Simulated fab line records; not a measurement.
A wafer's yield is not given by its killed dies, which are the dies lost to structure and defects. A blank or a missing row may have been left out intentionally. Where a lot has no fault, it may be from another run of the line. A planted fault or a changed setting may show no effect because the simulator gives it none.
Which tool is to blame? | flow n5-finfet | 36 wafers from 12 lots sampled at 2 of the route's 1938 steps

== WHAT THE GAUGES SHOWED, per wafer ==
N5_BEOL_M15_OVL_MEAS_29.
lot  | measured     | on         | M15_OVL (nm)
L076 | day 11 14:05 | overlay-01 | -2 -6 1
L078 | day 12 08:33 | overlay-01 | -3 -2 -2
L079 | day 13 02:31 | overlay-02 | -5 5 -1
L083 | day 13 15:38 | overlay-01 | -9 -2 -3
L082 | day 13 16:38 | overlay-02 | 4 -1 -1
L084 | day 14 04:57 | overlay-02 | -2 -1 -2
L088 | day 15 00:49 | overlay-02 | -2 -3 -2
L090 | day 15 12:08 | overlay-02 | -2 -4 -4
L089 | day 15 17:11 | overlay-02 | 4 1 6
L093 | day 16 09:13 | overlay-01 | 0 -4 0
L094 | day 16 12:22 | overlay-02 | 2 0 2
L096 | day 17 05:24 | overlay-01 | 0 6 6

== WHAT TOOL EACH LOT RAN ON (gives the tool, then ch and the chambers of the sampled wafers, and finally the start) ==
lot  | N5_BEOL_M14_ETCH_68
L076 | rie-diel-06 ch 0,1, day 11 08:30
L078 | rie-diel-04 ch 1,2, day 12 03:29
L079 | rie-diel-06 ch 0,3, day 12 14:53
L083 | rie-diel-04 ch 0,1,3, day 13 09:32
L082 | rie-diel-01 ch 0,2,3, day 13 10:02
L084 | rie-diel-06 ch 0,1,2, day 14 00:44
L088 | rie-diel-01 ch 2,3, day 14 17:05
L090 | rie-diel-04 ch 0,1,3, day 15 07:12
L089 | rie-diel-01 ch 0,1,2, day 15 08:49
L093 | rie-diel-06 ch 0,1,2, day 16 04:11
L094 | rie-diel-06 ch 1,2,3, day 16 05:26
L096 | rie-diel-01 ch 0,1,2, day 16 22:43
- N5_BEOL_M14_ETCH_68: etches SOC in N2/H2, time 450 s.

== THE ANSWER, worked out from the rows above alone ==
Rule: usual is defined by the lots themselves. The widest of any qualifying gaps counts: lots, ordered by their means at a reading, are off when they make up no more than a third of the lots, leave a main group of 4 or more, and stand apart from it by 3 or more times the standard deviation of that group's means. A main group is skipped when, at the precision printed for the reading in the tables above, its means are all equal. Also off: a lot with no number at a reading for which 4 or more lots have one. Where the step has rows for the other lots, those lots are counted as sound.
Across all readings shown, no lot is off: no conclusion can be drawn from this.

== WHAT THE SIMULATOR PUT IN ==
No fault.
